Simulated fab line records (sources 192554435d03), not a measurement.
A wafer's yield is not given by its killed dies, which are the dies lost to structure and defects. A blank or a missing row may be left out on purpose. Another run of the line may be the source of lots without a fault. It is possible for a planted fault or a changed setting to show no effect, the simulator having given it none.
fab line records	flow n5-finfet
record lots=24	wafers=72	last-day=20
route steps=1938 shown BEOL_M0_SAQP@670 BEOL_M0_CUTY@709 BEOL_M0@716
lots untouched by any fault: they come from a run of this same line in which no faults occurred
start-h: the number of hours between the record's first day and the start of the first shown wafer of the lot	wait-h: hours since the lot's step before	" identical to the entry in the row above	L1.1+2: one row covering several wafers at once	- no value present, or no start provided	* or withheld: withheld	< > ~ a bound
route shown NAME@n: names a module that has steps shown in the file, with the first one's number in the route	usual: mean/standard deviation taken from wafers without a fault	same: alike in all rows	chamber/n: place in a boat	sites: per-site readings	_std_site: the values' standard deviation	_edge_site: outer sites' mean less inner sites'	radius-mm: for every site, how far away it sits from the centre of the wafer	mask NAME#n: copy n	behind: the tool/chamber that last shaped the wafer	hold: why the lot was held/for how many hours/how that ended	device: the transistor (n, p or np) that didn't switch	end of line: tests run on the same wafers once the route is complete	a step with no rows: only its recipe	killed: not the wafer's yield, but the dies lost to structure and defects at the first sort	map: a wafer's dies, x killed, . not, _ none there
set.NAME: the setting the step ran with; set.NAME@STEP: the setting that earlier step ran with	model.NAME: the simulator's own value behind a step, which no gauge read
one table for each step of the route and one row for each wafer, over a sample of lots
services: from which hour (start-h, from the record's first day; less than 0 if before it) a tool's chamber was out of use, for how many hours, and why
## steps
# step N5_BEOL_M0_SAQP_RECESS_104
# recipe chemistry=HF/NH3	target=SiO2	target-depth-a=180	afs-cycles=3	temp-c=30	sublimation-temp-c=180	sublimation-time-s=60
# usual drypump-motor-current-A=5.5/0.58	sublimation-temp-c=179.99/0.16
lot.wafer	tool	chamber	start-h	wait-h	drypump-motor-current-A	sublimation-temp-c
L074.1	vapor-etch-02	1	114.22	1.8	5.4	179.90
L074.3	"	0	"	"	4.9	180.06
L074.5	"	1	"	"	5.4	179.98
L075.2	vapor-etch-02	1	119.55	1.0	5.4	180.02
L075.3	"	1	"	"	5.4	179.99
L075.6	"	0	"	"	4.9	179.85
L076.1	vapor-etch-02	0	122.14	0.2	4.9	180.09
L076.2	"	1	"	"	5.4	179.95
L076.4	"	1	"	"	5.4	180.05
L077.2	vapor-etch-02	1	125.39	0.1	5.4	180.09
L077.5	"	0	"	"	4.9	179.71
L077.6	"	1	"	"	5.4	180.05
L078.1	vapor-etch-02	0	135.39	0.1	4.9	180.19
L078.4	"	1	"	"	5.4	179.95
L078.6	"	0	"	"	4.9	180.05
L079.1	vapor-etch-02	1	139.79	0.1	5.4	179.90
L079.3	"	0	"	"	4.9	180.03
L079.5	"	1	"	"	5.4	179.79
L080.1	vapor-etch-02	0	147.73	0.1	4.9	180.11
L080.3	"	1	"	"	5.4	179.92
L080.5	"	1	"	"	5.4	179.76
L081.2	vapor-etch-01	0	152.13	0.1	6.6	180.10
L081.5	"	1	"	"	5.3	179.90
L081.6	"	0	"	"	6.5	180.03
L082.2	vapor-etch-01	0	157.01	0.1	6.5	179.70
L082.3	"	1	"	"	5.3	180.00
L082.5	"	0	"	"	6.5	179.75
L083.3	vapor-etch-02	1	163.73	0.2	5.4	180.12
L083.4	"	0	"	"	4.9	179.94
L083.5	"	0	"	"	4.9	179.73
L084.2	vapor-etch-02	1	168.08	0.1	5.4	180.17
L084.4	"	0	"	"	4.9	179.73
L084.5	"	1	"	"	5.4	180.10
L085.2	vapor-etch-01	1	178.19	0.1	5.3	179.84
L085.3	"	0	"	"	6.5	180.08
L085.4	"	1	"	"	5.3	179.77
L086.2	vapor-etch-01	0	183.87	0.1	6.5	180.05
L086.3	"	0	"	"	6.5	180.23
L086.4	"	1	"	"	5.3	180.32
L087.1	vapor-etch-02	0	190.90	0.1	4.9	180.13
L087.4	"	0	"	"	4.9	180.00
L087.6	"	0	"	"	4.9	180.00
L088.1	vapor-etch-02	1	195.01	0.1	5.4	179.82
L088.2	"	0	"	"	4.9	179.97
L088.4	"	0	"	"	4.9	179.94
L089.2	vapor-etch-02	1	207.98	0.1	5.4	179.87
L089.3	"	1	"	"	5.4	180.08
L089.5	"	0	"	"	4.9	179.97
L090.2	vapor-etch-02	1	213.09	0.1	5.4	179.62
L090.3	"	1	"	"	5.4	180.06
L090.6	"	1	"	"	5.4	179.77
L091.1	vapor-etch-02	0	227.30	0.1	4.9	179.89
L091.3	"	0	"	"	4.9	180.07
L091.6	"	0	"	"	4.9	179.81
L092.1	vapor-etch-01	0	231.96	0.1	6.5	180.28
L092.2	"	1	"	"	5.3	180.17
L092.6	"	1	"	"	5.3	180.25
L093.3	vapor-etch-01	0	236.27	0.2	6.5	180.22
L093.4	"	1	"	"	5.3	180.17
L093.5	"	0	"	"	6.5	180.07
L094.1	vapor-etch-01	1	239.23	0.1	5.3	179.96
L094.2	"	0	"	"	6.6	180.05
L094.3	"	0	"	"	6.6	179.74
L095.4	vapor-etch-01	0	242.31	0.2	6.5	179.90
L095.5	"	0	"	"	6.5	179.99
L095.6	"	1	"	"	5.3	179.93
L096.2	vapor-etch-01	0	250.25	0.1	6.5	179.90
L096.3	"	1	"	"	5.3	180.13
L096.6	"	1	"	"	5.3	179.79
L097.1	vapor-etch-01	0	253.64	0.1	6.5	180.22
L097.2	"	1	"	"	5.3	179.84
L097.5	"	1	"	"	5.3	179.92
# step N5_BEOL_M0_SAQP_STRIP_108
# recipe chemistry=N2/H2	power-w=500	temp-c=40	pressure-mtorr=50	rf-frequency-hz=6e+07	overash-fraction=0.3	bias-power-w=28	h2-frac=0.5	n2-flow-sccm=300	h2-flow-sccm=300
# usual drypump-motor-current-A=5.6/0.49	h2-flow-sccm=300.0/0.89	oes-product-au=0.78/0.092	rf-vpp-V=121.8/1	showerhead-plenum-p-Torr=3.35/0.13	throttle-valve-pct=18.9/0.36
# same overash-fraction=0.3
lot.wafer	tool	chamber	start-h	wait-h	drypump-motor-current-A	h2-flow-sccm	oes-product-au	rf-hours-counter-h	rf-vpp-V	showerhead-plenum-p-Torr	throttle-valve-pct
L074.1	rie-diel-03	2	114.77	0.0	5.3	300.5	0.72	218	122.3	3.19	19.1
L074.3	"	1	"	"	6.1	301.0	0.73	200	122.7	3.47	19.5
L074.5	"	0	"	"	4.8	300.9	0.88	-	122.7	3.30	18.5
L075.2	rie-diel-03	1	120.15	0.0	6.0	299.2	0.73	202	122.8	3.46	19.5
L075.3	"	0	"	"	4.7	300.8	0.89	24	122.4	3.29	18.4
L075.6	"	1	"	"	6.0	299.5	0.73	-	121.9	3.46	19.5
L076.1	rie-diel-06	2	122.90	0.0	6.4	299.3	0.76	150	121.1	3.22	18.6
L076.2	"	1	"	"	5.6	300.8	0.72	195	121.6	3.47	19.4
L076.4	"	1	"	"	5.6	300.5	0.71	-	121.5	3.47	19.4
L077.2	rie-diel-03	1	125.99	0.0	6.1	300.3	0.73	205	122.3	3.46	19.5
L077.5	"	1	"	"	6.0	300.3	0.74	-	121.3	3.46	19.5
L077.6	"	2	"	"	5.3	301.6	0.72	-	121.0	3.18	19.1
L078.1	rie-diel-03	1	135.94	0.0	6.1	299.8	0.72	207	122.2	3.46	19.5
L078.4	"	3	"	"	5.5	300.3	0.99	1	124.0	3.59	18.5
L078.6	"	2	"	"	5.3	300.1	0.71	-	121.8	3.18	19.1
L079.1	rie-diel-06	0	140.34	0.0	5.2	300.3	0.99	1	121.1	3.30	18.6
L079.3	"	2	"	"	6.5	300.8	0.75	153	121.4	3.22	18.6
L079.5	"	2	"	"	6.4	301.0	0.76	-	120.4	3.22	18.6
L080.1	rie-diel-03	2	148.28	0.0	5.3	299.2	0.71	229	119.4	3.18	19.1
L080.3	"	0	"	"	4.7	300.1	0.86	33	121.3	3.29	18.5
L080.5	"	0	"	"	4.8	299.0	0.85	-	121.4	3.29	18.5
L081.2	rie-diel-06	3	152.68	0.0	5.4	298.5	0.70	197	121.3	3.35	19.0
L081.5	"	2	"	"	6.5	297.4	0.74	-	120.9	3.22	18.6
L081.6	"	3	"	"	5.5	300.1	0.69	-	123.2	3.35	19.0
L082.2	rie-diel-06	1	157.62	0.0	5.6	299.5	0.71	208	122.2	3.47	19.4
L082.3	"	3	"	"	5.4	300.3	0.70	198	122.0	3.34	19.0
L082.5	"	3	"	"	5.5	299.2	0.70	-	121.5	3.35	19.0
L083.3	rie-diel-03	3	164.16	0.0	5.5	298.8	0.94	10	122.4	3.58	18.5
L083.4	"	2	"	"	5.4	300.6	0.71	233	121.2	3.18	19.1
L083.5	"	3	"	"	5.5	299.3	0.95	-	122.3	3.58	18.5
L084.2	rie-diel-03	2	168.65	0.0	5.4	301.9	0.70	234	120.1	3.18	19.1
L084.4	"	0	"	"	4.8	299.3	0.85	39	121.4	3.29	18.5
L084.5	"	1	"	"	6.0	297.9	0.73	-	122.2	3.46	19.5
L085.2	rie-diel-03	1	178.80	0.0	6.1	299.2	0.72	218	120.8	3.46	19.5
L085.3	"	3	"	"	5.5	300.2	0.93	13	122.6	3.58	18.5
L085.4	"	2	"	"	5.3	300.2	0.70	236	122.2	3.18	19.1
L086.2	rie-diel-02	0	184.60	0.0	5.6	300.5	0.92	19	122.3	3.29	18.6
L086.3	"	1	"	"	6.3	299.9	0.90	25	122.9	3.42	19.0
L086.4	"	2	"	"	6.0	300.1	0.74	164	123.9	3.48	18.8
L087.1	rie-diel-03	2	191.45	0.0	5.3	301.4	0.69	240	120.3	3.18	19.1
L087.4	"	0	"	"	4.8	300.4	0.84	44	121.6	3.28	18.5
L087.6	"	3	"	"	5.5	301.9	0.92	-	123.6	3.58	18.6
L088.1	rie-diel-02	1	195.56	0.0	6.3	300.3	0.90	28	121.9	3.42	19.0
L088.2	"	3	"	"	5.8	300.3	0.78	92	121.1	3.26	19.1
L088.4	"	2	"	"	6.1	300.4	0.74	167	123.7	3.47	18.8
L089.2	rie-diel-03	1	208.54	0.0	6.0	300.6	0.72	226	120.6	3.45	19.6
L089.3	"	0	"	"	4.7	301.1	0.84	49	121.6	3.28	18.5
L089.5	"	1	"	"	6.0	300.4	0.71	-	123.1	3.45	19.6
L090.2	rie-diel-02	2	213.64	0.0	6.1	298.1	0.74	172	121.4	3.47	18.8
L090.3	"	0	"	"	5.6	300.6	0.90	26	120.9	3.29	18.6
L090.6	"	3	"	"	5.8	299.7	0.77	-	120.8	3.26	19.1
L091.1	rie-diel-02	2	227.85	0.0	6.0	298.6	0.73	175	123.5	3.47	18.8
L091.3	"	3	"	"	5.8	300.6	0.77	103	121.9	3.26	19.1
L091.6	"	0	"	"	5.6	300.6	0.90	-	121.3	3.28	18.7
L092.1	rie-diel-06	2	232.72	0.0	6.5	299.8	0.74	173	120.7	3.21	18.6
L092.2	"	1	"	"	5.6	299.5	0.70	226	122.2	3.46	19.4
L092.6	"	1	"	"	5.6	299.4	0.70	-	121.9	3.46	19.4
L093.3	rie-diel-06	2	236.70	0.0	6.5	300.2	0.73	174	121.0	3.21	18.6
L093.4	"	3	"	"	5.4	300.1	0.69	217	122.5	3.33	19.0
L093.5	"	1	"	"	5.6	299.3	0.69	-	121.7	3.46	19.4
L094.1	rie-diel-06	2	239.78	0.0	6.5	298.0	0.74	174	121.7	3.21	18.6
L094.2	"	1	"	"	5.6	299.4	0.70	227	122.8	3.46	19.4
L094.3	"	0	"	"	5.2	299.8	0.91	26	121.7	3.29	18.6
L095.4	rie-diel-06	2	242.82	0.0	6.4	300.7	0.74	175	119.1	3.21	18.6
L095.5	"	1	"	"	5.6	299.5	0.70	-	122.1	3.46	19.4
L095.6	"	2	"	"	6.4	301.1	0.75	-	121.6	3.21	18.6
L096.2	rie-diel-06	1	250.80	0.0	5.6	299.2	0.69	230	122.2	3.45	19.5
L096.3	"	0	"	"	5.2	300.1	0.90	28	121.3	3.28	18.6
L096.6	"	2	"	"	6.5	299.8	0.73	-	121.2	3.21	18.6
L097.1	rie-diel-03	0	254.19	0.0	4.8	299.3	0.82	65	122.2	3.27	18.5
L097.2	"	2	"	"	5.3	302.2	0.97	5	122.4	3.57	18.8
L097.5	"	2	"	"	5.3	300.2	0.97	-	121.7	3.57	18.7
# step N5_BEOL_M0_CUTY_OVL_MEAS_58
# recipe points-per-wafer=44
# usual M0_ABLK_OVL=-0.2/0.66
lot.wafer	tool	chamber	start-h	wait-h	M0_ABLK_OVL[nm]
L074.1	overlay-01	0	117.55	0.0	-0.7
L074.3	"	0	"	"	-0.1
L074.5	"	0	"	"	0.0
L075.2	overlay-02	0	123.19	0.0	-0.4
L075.3	"	0	"	"	0.6
L075.6	"	0	"	"	0.3
L076.1	overlay-01	0	126.07	0.0	-0.4
L076.2	"	0	"	"	-0.1
L076.4	"	0	"	"	-0.5
L077.2	overlay-02	0	128.76	0.0	0.1
L077.5	"	0	"	"	0.0
L077.6	"	0	"	"	0.0
L078.1	overlay-01	0	139.23	0.0	-0.2
L078.4	"	0	"	"	-0.6
L078.6	"	0	"	"	-1.0
L079.1	overlay-01	0	145.23	0.0	-0.8
L079.3	"	0	"	"	-0.1
L079.5	"	0	"	"	-0.7
L080.1	overlay-01	0	151.16	0.0	-0.1
L080.3	"	0	"	"	-0.3
L080.5	"	0	"	"	-0.5
L081.2	overlay-02	0	155.59	0.0	-1.3
L081.5	"	0	"	"	-1.2
L081.6	"	0	"	"	-0.2
L082.2	overlay-02	0	161.34	0.0	-1.7
L082.3	"	0	"	"	-1.5
L082.5	"	0	"	"	-1.4
L083.3	overlay-01	0	167.24	0.0	-0.8
L083.4	"	0	"	"	-1.1
L083.5	"	0	"	"	-0.8
L084.2	overlay-01	0	171.33	0.0	0.5
L084.4	"	0	"	"	-0.8
L084.5	"	0	"	"	-0.5
L085.2	overlay-01	0	181.72	0.0	-0.3
L085.3	"	0	"	"	-0.4
L085.4	"	0	"	"	0.0
L086.2	overlay-01	0	187.78	0.0	0.3
L086.3	"	0	"	"	0.9
L086.4	"	0	"	"	0.1
L087.1	overlay-02	0	194.29	0.0	-1.1
L087.4	"	0	"	"	-0.1
L087.6	"	0	"	"	0.3
L088.1	overlay-02	0	198.40	0.0	-0.3
L088.2	"	0	"	"	-0.2
L088.4	"	0	"	"	-0.4
L089.2	overlay-01	0	211.25	0.0	0.2
L089.3	"	0	"	"	-0.4
L089.5	"	0	"	"	-0.8
L090.2	overlay-01	0	218.10	0.0	-0.6
L090.3	"	0	"	"	0.1
L090.6	"	0	"	"	-0.3
L091.1	overlay-01	0	230.58	0.0	0.0
L091.3	"	0	"	"	-0.1
L091.6	"	0	"	"	-0.3
L092.1	overlay-02	0	235.74	0.0	0.2
L092.2	"	0	"	"	1.0
L092.6	"	0	"	"	0.3
L093.3	overlay-02	0	240.43	0.0	-0.7
L093.4	"	0	"	"	0.5
L093.5	"	0	"	"	-0.5
L094.1	overlay-01	0	242.62	0.0	0.3
L094.2	"	0	"	"	-0.6
L094.3	"	0	"	"	0.2
L095.4	overlay-01	0	245.58	0.0	0.8
L095.5	"	0	"	"	0.1
L095.6	"	0	"	"	-0.3
L096.2	overlay-01	0	253.96	0.0	0.9
L096.3	"	0	"	"	0.4
L096.6	"	0	"	"	1.1
L097.1	overlay-02	0	257.99	0.0	0.5
L097.2	"	0	"	"	-0.4
L097.5	"	0	"	"	0.2
# step N5_BEOL_M0_HM_OPEN_105
# recipe chemistry=Cl2/BCl3	target-depth-a=120	target=TiN	ion-energy-ev=150	pressure-mtorr=10	icp-w=1000	bias-w=126	Cl2_flow_sccm=53.25	bcl3-flow-sccm=21.75	Ar_flow_sccm=25
# usual bcl3-flow-sccm=21.75/0.063	drypump-motor-current-A=5.95/0.12	oes-product-au=0.80/0.11	throttle-valve-pct=21.80/0.24
lot.wafer	tool	chamber	start-h	wait-h	bcl3-flow-sccm	drypump-motor-current-A	oes-product-au	rf-hours-counter-h	throttle-valve-pct
L074.1	rie-metal-01	1	118.22	0.1	21.81	5.94	0.89	11	21.57
L074.3	"	1	"	"	21.78	5.93	0.88	-	21.58
L074.5	"	0	"	"	21.66	6.02	0.66	-	21.64
L075.2	rie-metal-02	0	124.92	1.3	21.80	6.15	0.81	37	22.14
L075.3	"	0	"	"	21.80	6.18	0.82	-	22.14
L075.6	"	1	"	"	21.82	5.82	0.78	-	21.64
L077.2	rie-metal-01	0	131.24	2.2	21.67	6.02	0.66	101	21.65
L077.5	"	1	"	"	21.75	5.91	0.88	-	21.57
L077.6	"	0	"	"	21.77	6.04	0.66	-	21.66
L076.1	rie-metal-03	1	131.85	5.5	21.76	5.96	0.58	143	22.03
L076.2	"	1	"	"	21.71	5.96	0.58	-	22.02
L076.4	"	1	"	"	21.75	5.94	0.58	-	22.03
L078.1	rie-metal-02	0	140.53	0.9	21.60	6.16	0.80	40	22.15
L078.4	"	1	"	"	21.82	5.86	0.78	-	21.63
L078.6	"	1	"	"	21.71	5.85	0.78	-	21.64
L079.1	rie-metal-01	0	146.55	0.1	21.74	6.02	0.66	104	21.65
L079.3	"	0	"	"	21.80	6.02	0.65	-	21.66
L079.5	"	0	"	"	21.72	6.03	0.66	-	21.66
L080.1	rie-metal-02	0	152.58	1.1	21.90	6.16	0.80	40	22.15
L080.3	"	0	"	"	21.82	6.15	0.80	-	22.16
L080.5	"	0	"	"	21.77	6.15	0.80	-	22.15
L081.2	rie-metal-01	0	158.62	2.6	21.71	6.04	0.65	105	21.68
L081.5	"	1	"	"	21.72	5.92	0.85	-	21.59
L081.6	"	0	"	"	21.77	6.04	0.64	-	21.67
L082.2	rie-metal-03	0	165.16	3.5	21.74	5.78	0.97	-	22.10
L082.3	"	0	"	"	21.69	5.79	0.97	-	22.11
L082.5	"	0	"	"	21.72	5.80	0.97	-	22.11
L083.3	rie-metal-02	0	168.28	0.7	21.89	6.12	0.81	-	22.15
L083.4	"	1	"	"	21.73	5.85	0.78	-	21.63
L083.5	"	0	"	"	21.88	6.14	0.79	-	22.16
L084.2	rie-metal-02	1	173.90	2.3	21.79	5.84	0.78	36	21.64
L084.4	"	0	"	"	21.77	6.15	0.81	-	22.14
L084.5	"	1	"	"	21.78	5.83	0.78	-	21.64
L085.2	rie-metal-01	0	184.09	2.1	21.66	6.04	0.65	107	21.66
L085.3	"	1	"	"	21.78	5.92	0.86	-	21.55
L085.4	"	0	"	"	21.76	6.03	0.65	-	21.67
L086.2	rie-metal-01	1	191.77	3.7	21.76	5.90	0.85	18	21.58
L086.3	"	0	"	"	21.71	6.03	0.65	-	21.66
L086.4	"	1	"	"	21.72	5.88	0.85	-	21.59
L087.1	rie-metal-03	1	195.23	0.6	21.62	5.94	0.95	3	21.62
L087.4	"	0	"	"	21.64	5.77	0.95	-	22.13
L087.6	"	1	"	"	21.69	5.97	0.95	-	21.61
L088.1	rie-metal-03	0	200.02	1.3	21.73	5.78	0.96	6	22.10
L088.2	"	1	"	"	21.62	6.00	0.94	3	21.62
L088.4	"	1	"	"	21.71	5.99	0.95	-	21.62
L089.2	rie-metal-01	1	213.89	2.3	21.72	5.88	0.84	19	21.60
L089.3	"	0	"	"	21.75	6.05	0.64	-	21.70
L089.5	"	0	"	"	21.69	6.06	0.64	-	21.68
L090.2	rie-metal-02	0	218.46	0.1	21.69	6.17	0.80	44	22.15
L090.3	"	1	"	"	21.69	5.81	0.77	-	21.63
L090.6	"	0	"	"	21.74	6.15	0.80	-	22.15
L091.1	rie-metal-03	1	231.79	0.9	21.80	5.93	0.92	6	21.63
L091.3	"	1	"	"	21.80	5.96	0.93	-	21.61
L091.6	"	1	"	"	21.91	5.95	0.92	-	21.65
L092.1	rie-metal-02	1	240.24	4.2	21.74	5.80	0.77	40	21.64
L092.2	"	0	"	"	21.79	6.13	0.79	46	22.18
L092.6	"	0	"	"	21.77	6.14	0.79	-	22.15
L094.1	rie-metal-02	1	244.49	0.5	21.67	5.80	0.76	41	21.65
L094.2	"	0	"	"	21.75	6.14	0.79	47	22.17
L094.3	"	1	"	"	21.83	5.83	0.77	-	21.65
L093.3	rie-metal-03	1	245.38	4.3	21.81	5.98	0.91	-	21.65
L093.4	"	0	"	"	21.82	5.84	0.91	-	22.12
L093.5	"	0	"	"	21.74	5.81	0.90	-	22.12
L095.4	rie-metal-03	0	247.09	0.8	21.90	5.80	0.93	-	22.14
L095.5	"	1	"	"	21.79	5.98	0.92	-	21.62
L095.6	"	0	"	"	21.86	5.79	0.92	-	22.11
L096.2	rie-metal-01	0	254.88	0.6	21.68	6.01	0.65	110	21.67
L096.3	"	1	"	"	21.80	5.89	0.85	-	21.59
L096.6	"	1	"	"	21.61	5.90	0.84	-	21.58
L097.1	rie-metal-01	0	268.58	9.9	21.81	6.02	0.64	112	21.69
L097.2	"	1	"	"	21.71	5.88	0.83	23	21.60
L097.5	"	1	"	"	21.77	5.90	0.84	-	21.60
# step N5_BEOL_M0_ALD_136
# recipe material=TaN	target-thk-a=*	temp-c=275	ald-precursor-family=PDMAT	ald-co-reactant=NH3	pressure-torr=3	carrier-flow-sccm=1500	pulse-time-s=2	purge-time-s=3	co-reactant-purge-time-s=2	co-reactant-pulse-time-s=3	ald-cycles=30	precursor-vessel-temp-c=75	precursor-vessel-pressure-torr=26.25	precursor-vessel-carrier-sccm=1000
# usual heater-power-w=413/48	precursor-vessel-pressure-torr=26.25/0.045	susceptor-temp-C=275.01/0.19
lot.wafer	tool	chamber	start-h	wait-h	heater-power-w	precursor-vessel-pressure-torr	susceptor-temp-C
L074.1	ald-metal-01	3	122.20	0.1	414	26.26	275.01
L074.3	"	2	"	"	435	26.17	275.07
L074.5	"	3	"	"	417	26.23	274.98
L075.2	ald-metal-04	3	126.92	0.1	374	26.29	275.03
L075.3	"	0	"	"	343	26.26	274.73
L075.6	"	0	"	"	331	26.26	274.92
L077.2	ald-metal-01	0	133.18	0.2	476	26.29	275.17
L077.5	"	1	"	"	342	26.24	274.96
L077.6	"	2	"	"	445	26.28	275.02
L076.1	ald-metal-04	0	133.76	0.0	343	26.21	275.05
L076.2	"	1	"	"	513	26.25	274.76
L076.4	"	3	"	"	376	26.22	275.11
L078.1	ald-metal-02	0	144.89	0.0	441	26.28	275.11
L078.4	"	0	"	"	445	26.24	275.28
L078.6	"	2	"	"	446	26.23	275.09
L079.1	ald-metal-01	1	149.56	0.2	351	26.32	274.93
L079.3	"	0	"	"	470	26.32	274.86
L079.5	"	3	"	"	423	26.20	275.08
L080.1	ald-metal-01	3	155.01	0.1	409	26.27	274.66
L080.3	"	0	"	"	474	26.23	274.82
L080.5	"	2	"	"	432	26.26	274.94
L081.2	ald-metal-02	3	159.91	0.0	398	26.20	274.82
L081.5	"	1	"	"	455	26.26	275.12
L081.6	"	2	"	"	456	26.22	275.00
L082.2	ald-metal-02	0	166.58	0.0	436	26.22	274.49
L082.3	"	2	"	"	443	26.25	275.16
L082.5	"	0	"	"	428	26.30	274.81
L083.3	ald-metal-04	0	169.65	0.2	337	26.23	274.79
L083.4	"	1	"	"	509	26.23	275.02
L083.5	"	3	"	"	377	26.30	275.18
L084.2	ald-metal-04	2	175.53	0.0	410	26.35	275.02
L084.4	"	1	"	"	504	26.23	274.78
L084.5	"	1	"	"	511	26.17	275.00
L085.2	ald-metal-01	1	185.37	0.0	342	26.31	275.28
L085.3	"	0	"	"	462	26.30	274.93
L085.4	"	3	"	"	418	26.26	274.85
L086.2	ald-metal-01	2	193.00	0.2	437	26.25	274.62
L086.3	"	1	"	"	351	26.18	275.02
L086.4	"	0	"	"	466	26.24	275.10
L087.1	ald-metal-01	1	196.30	0.1	350	26.25	275.26
L087.4	"	0	"	"	479	26.24	275.04
L087.6	"	0	"	"	473	26.27	274.78
L088.1	ald-metal-04	0	201.68	0.1	335	26.30	274.89
L088.2	"	2	"	"	415	26.29	275.19
L088.4	"	3	"	"	367	26.31	275.36
L089.2	ald-metal-04	2	218.02	0.0	399	26.27	275.11
L089.3	"	0	"	"	338	26.18	274.72
L089.5	"	2	"	"	419	26.21	275.04
L090.2	ald-metal-04	3	222.15	0.0	368	26.26	274.85
L090.3	"	2	"	"	419	26.26	275.19
L090.6	"	2	"	"	415	26.26	275.13
L091.1	ald-metal-01	2	232.80	0.0	426	26.30	275.04
L091.3	"	1	"	"	345	26.30	274.90
L091.6	"	2	"	"	438	26.28	275.47
L092.1	ald-metal-04	2	243.68	0.2	422	26.20	275.11
L092.2	"	1	"	"	513	26.20	274.83
L092.6	"	3	"	"	375	26.18	274.86
L094.1	ald-metal-02	2	246.21	0.1	449	26.29	274.71
L094.2	"	1	"	"	443	26.29	274.86
L094.3	"	3	"	"	400	26.21	275.08
L093.3	ald-metal-04	0	246.64	0.0	342	26.25	275.21
L093.4	"	2	"	"	405	26.26	275.15
L093.5	"	1	"	"	511	26.25	275.32
L095.4	ald-metal-01	1	247.90	0.0	343	26.29	275.34
L095.5	"	3	"	"	423	26.18	274.99
L095.6	"	0	"	"	479	26.27	274.99
L096.2	ald-metal-02	3	256.21	0.1	404	26.18	274.96
L096.3	"	1	"	"	445	26.27	275.01
L096.6	"	3	"	"	407	26.29	274.78
L097.1	ald-metal-02	1	269.60	0.0	441	26.35	275.25
L097.2	"	0	"	"	432	26.30	275.00
L097.5	"	0	"	"	429	26.33	274.98
# step N5_BEOL_M0_ANNEAL_135
# recipe temp-c=400	time-s=60	ambient=vacuum
# usual heater-power-w=862/96	susceptor-temp-C=399.98/0.21
# same time-s=60
lot.wafer	tool	chamber	start-h	wait-h	heater-power-w	susceptor-temp-C
L074.1	pvd-sputter-01	-	123.04	0.0	765	399.79
L074.3	"	-	"	"	994	400.05
L074.5	"	-	"	"	840	400.08
L075.2	pvd-sputter-01	-	127.84	0.0	806	400.04
L075.3	"	-	"	"	754	399.80
L075.6	"	-	"	"	852	399.92
L077.2	pvd-sputter-03	-	134.10	0.0	1026	399.71
L077.5	"	-	"	"	802	399.90
L077.6	"	-	"	"	768	399.65
L076.1	pvd-sputter-01	-	136.50	0.0	1014	400.06
L076.2	"	-	"	"	772	400.17
L076.4	"	-	"	"	797	400.05
L078.1	pvd-sputter-01	-	145.93	0.0	843	399.45
L078.4	"	-	"	"	1026	400.27
L078.6	"	-	"	"	822	399.73
L079.1	pvd-sputter-03	-	150.31	0.0	829	400.07
L079.3	"	-	"	"	770	399.96
L079.5	"	-	"	"	1035	400.09
L080.1	pvd-sputter-01	-	155.91	0.0	800	399.97
L080.3	"	-	"	"	772	400.18
L080.5	"	-	"	"	996	399.90
L081.2	pvd-sputter-01	-	160.76	0.0	792	400.27
L081.5	"	-	"	"	809	400.02
L081.6	"	-	"	"	768	399.93
L082.2	pvd-sputter-01	-	168.95	0.0	749	399.76
L082.3	"	-	"	"	805	400.22
L082.5	"	-	"	"	812	400.17
L083.3	pvd-sputter-02	-	170.44	0.0	908	400.24
L083.4	"	-	"	"	894	400.36
L083.5	"	-	"	"	924	399.70
L084.2	pvd-sputter-01	-	176.56	0.0	759	400.27
L084.4	"	-	"	"	795	400.11
L084.5	"	-	"	"	798	399.90
L085.2	pvd-sputter-03	-	186.53	0.0	841	399.90
L085.3	"	-	"	"	795	400.11
L085.4	"	-	"	"	767	399.70
L086.2	pvd-sputter-02	-	195.52	0.0	937	400.21
L086.3	"	-	"	"	1027	400.15
L086.4	"	-	"	"	922	399.97
L087.1	pvd-sputter-02	-	197.42	0.0	923	399.93
L087.4	"	-	"	"	912	400.48
L087.6	"	-	"	"	895	400.24
L088.1	pvd-sputter-03	-	204.29	0.0	828	400.05
L088.2	"	-	"	"	789	400.21
L088.4	"	-	"	"	766	400.42
L089.2	pvd-sputter-03	-	218.84	0.0	1026	400.15
L089.3	"	-	"	"	835	399.96
L089.5	"	-	"	"	1050	399.88
L090.2	pvd-sputter-03	-	223.09	0.0	797	399.79
L090.3	"	-	"	"	1031	400.04
L090.6	"	-	"	"	759	400.06
L091.1	pvd-sputter-03	-	234.08	0.0	808	399.87
L091.3	"	-	"	"	816	400.10
L091.6	"	-	"	"	810	399.95
L092.1	pvd-sputter-03	-	244.39	0.0	789	399.61
L092.2	"	-	"	"	993	399.82
L092.6	"	-	"	"	750	399.92
L094.1	pvd-sputter-03	-	247.01	0.0	818	399.69
L094.2	"	-	"	"	810	399.75
L094.3	"	-	"	"	1019	400.35
L093.3	pvd-sputter-01	-	247.38	0.0	756	399.79
L093.4	"	-	"	"	983	399.83
L093.5	"	-	"	"	824	399.95
L095.4	pvd-sputter-01	-	250.45	0.0	995	399.66
L095.5	"	-	"	"	997	399.70
L095.6	"	-	"	"	782	400.18
L096.2	pvd-sputter-01	-	257.19	0.0	994	400.19
L096.3	"	-	"	"	865	399.93
L096.6	"	-	"	"	979	400.24
L097.1	pvd-sputter-01	-	270.69	0.0	808	400.00
L097.2	"	-	"	"	863	399.76
L097.5	"	-	"	"	763	400.40
## services
tool	chamber	start-h	hours	kind
pvd-sputter-03	-	90.37	24.8	repair
rie-diel-03	1	92.93	14.9	repair
ald-metal-04	2	96.64	3.6	repair
ald-metal-01	-	100.45	0.6	repair
ald-metal-04	-	109.30	0.8	repair
vapor-etch-01	-	111.37	14.6	pm
rie-diel-06	2	125.76	11.1	repair
rie-metal-03	-	132.77	14.6	pm
rie-diel-03	1	145.19	1.6	repair
ald-metal-04	-	150.60	14.6	pm
rie-diel-06	-	158.33	2.8	pm
rie-diel-06	2	163.27	9.2	repair
rie-diel-03	-	177.21	0.8	repair
rie-metal-01	1	177.48	3.6	repair
ald-metal-04	2	178.92	2.3	repair
ald-metal-04	-	190.65	1.2	pm
rie-metal-01	-	192.91	1.4	pm
rie-metal-02	0	207.82	1.5	repair
ald-metal-04	1	216.54	24.2	repair
rie-metal-01	-	239.29	14.6	pm
rie-metal-03	0	249.06	38.5	repair
rie-diel-06	3	252.54	2.8	repair
ald-metal-01	3	259.70	3.6	repair
rie-diel-03	1	260.48	6.6	repair
## key
fault none
